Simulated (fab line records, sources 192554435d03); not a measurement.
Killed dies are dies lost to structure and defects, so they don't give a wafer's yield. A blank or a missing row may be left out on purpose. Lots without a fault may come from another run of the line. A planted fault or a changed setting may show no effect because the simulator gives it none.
Split-lot experiment | flow n5_finfet | 7 lots, 39 wafers read, on a route of 1938 steps

THE SPLIT
At N5_BEOL_M6_ALD_77 (deposits TaN, target thk 2 nm, pulse time 2 s, purge time 3 s), the setting ald_cycles was moved away from the recipe's 40 on 12 of the 39 wafers read, by -55.0% to +45.0%. The other wafers ran this setting at the recipe's value.

The reading is taken at the split's own step.

THE READING
TaN_of_BEOL_M6_ALD_77.thk_nm (the simulator's own value, which no gauge read), in nm, at N5_BEOL_M6_ALD_77 (deposits TaN, target thk 2 nm, pulse time 2 s, purge time 3 s). The file gives no usual value for it.

wafer  | tool, chamber at the split | ald_cycles as run | against the recipe | TaN_of_BEOL_M6_ALD_77.thk_nm, nm | against lot-mates on the recipe
L075.1 | ald_metal-01, 0,1,2,3,3,0  | 40                | recipe             | 2                                | -
L075.2 | ald_metal-01, 0,1,2,3,3,0  | 40                | recipe             | 2                                | -
L075.3 | ald_metal-01, 0,1,2,3,3,0  | 40                | recipe             | 2                                | -
L075.4 | ald_metal-01, 0,1,2,3,3,0  | 40                | recipe             | 2                                | -
L075.5 | ald_metal-01, 0,1,2,3,3,0  | 40                | recipe             | 2                                | -
L075.6 | ald_metal-01, 0,1,2,3,3,0  | 40                | recipe             | 2                                | -
L082.1 | ald_metal-04, 3,2,1        | 40                | recipe             | 2                                | -
L082.2 | ald_metal-04, 3,2,1        | 40                | recipe             | 2                                | -
L082.4 | ald_metal-04, 3,2,1        | 40                | recipe             | 2                                | -
L082.3 | ald_metal-04, 0,3,0        | 58                | +45.0%             | 2.8                              | +0.8
L082.5 | ald_metal-04, 0,3,0        | 58                | +45.0%             | 2.8                              | +0.8
L082.6 | ald_metal-04, 0,3,0        | 58                | +45.0%             | 2.8                              | +0.8
L083.2 | ald_metal-03, 1,3,2        | 40                | recipe             | 2                                | -
L083.3 | ald_metal-03, 1,3,2        | 40                | recipe             | 2                                | -
L083.4 | ald_metal-03, 1,3,2        | 40                | recipe             | 2                                | -
L084.1 | ald_metal-04, 3,2,1        | 53                | +32.5%             | 2.6                              | +0.6
L084.3 | ald_metal-04, 3,2,1        | 53                | +32.5%             | 2.6                              | +0.6
L084.6 | ald_metal-04, 3,2,1        | 53                | +32.5%             | 2.6                              | +0.6
L084.2 | ald_metal-04, 0,1,0        | 40                | recipe             | 2                                | -
L084.4 | ald_metal-04, 0,1,0        | 40                | recipe             | 2                                | -
L084.5 | ald_metal-04, 0,1,0        | 40                | recipe             | 2                                | -
L085.1 | ald_metal-03, 0,3,2        | 40                | recipe             | 2                                | -
L085.2 | ald_metal-03, 0,3,2        | 40                | recipe             | 2                                | -
L085.3 | ald_metal-03, 0,3,2        | 40                | recipe             | 2                                | -
L085.4 | ald_metal-03, 1,3,2        | 55                | +37.5%             | 2.8                              | +0.8
L085.5 | ald_metal-03, 1,3,2        | 55                | +37.5%             | 2.8                              | +0.8
L085.6 | ald_metal-03, 1,3,2        | 55                | +37.5%             | 2.8                              | +0.8
L090.1 | ald_metal-04, 2,0,1,3,1,2  | 40                | recipe             | 2                                | -
L090.2 | ald_metal-04, 2,0,1,3,1,2  | 40                | recipe             | 2                                | -
L090.3 | ald_metal-04, 2,0,1,3,1,2  | 40                | recipe             | 2                                | -
L090.4 | ald_metal-04, 2,0,1,3,1,2  | 40                | recipe             | 2                                | -
L090.5 | ald_metal-04, 2,0,1,3,1,2  | 40                | recipe             | 2                                | -
L090.6 | ald_metal-04, 2,0,1,3,1,2  | 40                | recipe             | 2                                | -
L093.1 | ald_metal-04, 0            | 18                | -55.0%             | 1                                | -1.0
L093.2 | ald_metal-04, 1,2,0        | 40                | recipe             | 2                                | -
L093.3 | ald_metal-04, 1,2,0        | 40                | recipe             | 2                                | -
L093.6 | ald_metal-04, 1,2,0        | 40                | recipe             | 2                                | -
L093.4 | ald_metal-04, 3            | 18                | -55.0%             | 0.8                              | -1.2
L093.5 | ald_metal-04, 3            | 18                | -55.0%             | 0.8                              | -1.2
Where a row lists several chambers, the file gives one row for several wafers and doesn't say which wafer went through which chamber.

THE FIT
A straight line over all 39 wafers: TaN_of_BEOL_M6_ALD_77.thk_nm changes by +0.0198 nm for each +1% of ald_cycles; r = +1.00; the points scatter about the line by 0.043 nm.
The same after taking each lot's own level away (the mean of its wafers on the recipe; 39 wafers): +0.0198 nm for each +1%; r = +1.00; scatter 0.043 nm.
On that fit, the largest move of ald_cycles shifts the reading by 1.1 nm.
The lots' own levels span 2.00 to 2.00 nm.
So the lot-to-lot level changes the slope little: the two slopes agree.
Check: with one of the wafers moved furthest among these (-55.0%) left out of the fit, the line predicts -1.12 nm for it against its lot-mates. It came out at -1 nm against them.

OTHER SPLITS ON THESE WAFERS
These wafers also went through other splits before the reading. Each is held against what the fit with the lots' levels taken away leaves over:
other split on the same wafers                  | wafers away from the commonest value | r with TaN_of_BEOL_M6_ALD_77.thk_nm (lot level and that fit taken away)
N5_ZERO_LAYER_DEVELOP_10 develop_time_s         | 15                                   | -0.08
N5_FIN_CUT_CUT_ETCH_26 target_depth_a           | 18                                   | +0.27
N5_STI_FIN_REVEAL_ALD_00 target_thk_a           | 15                                   | +0.08
N5_HKMG_FIN_PWFM_ALD_03 ald_cycles              | 12                                   | +0.35
N5_MOL_CONTACT_COAG_ETCHBACK_136 target_depth_a | 12                                   | +0.13
N5_BEOL_M1_PECVD_72 time_s                      | 9                                    | +0.43
N5_BEOL_M4_DESCUM_33 time_s                     | 9                                    | -0.11
N5_BEOL_M5_PECVD_70 time_s                      | 15                                   | -0.26

THE FILE'S OWN FIT
TaN_of_BEOL_M6_ALD_77.thk_nm changes by +0.0197 nm for each +1% of ald_cycles, r = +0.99.
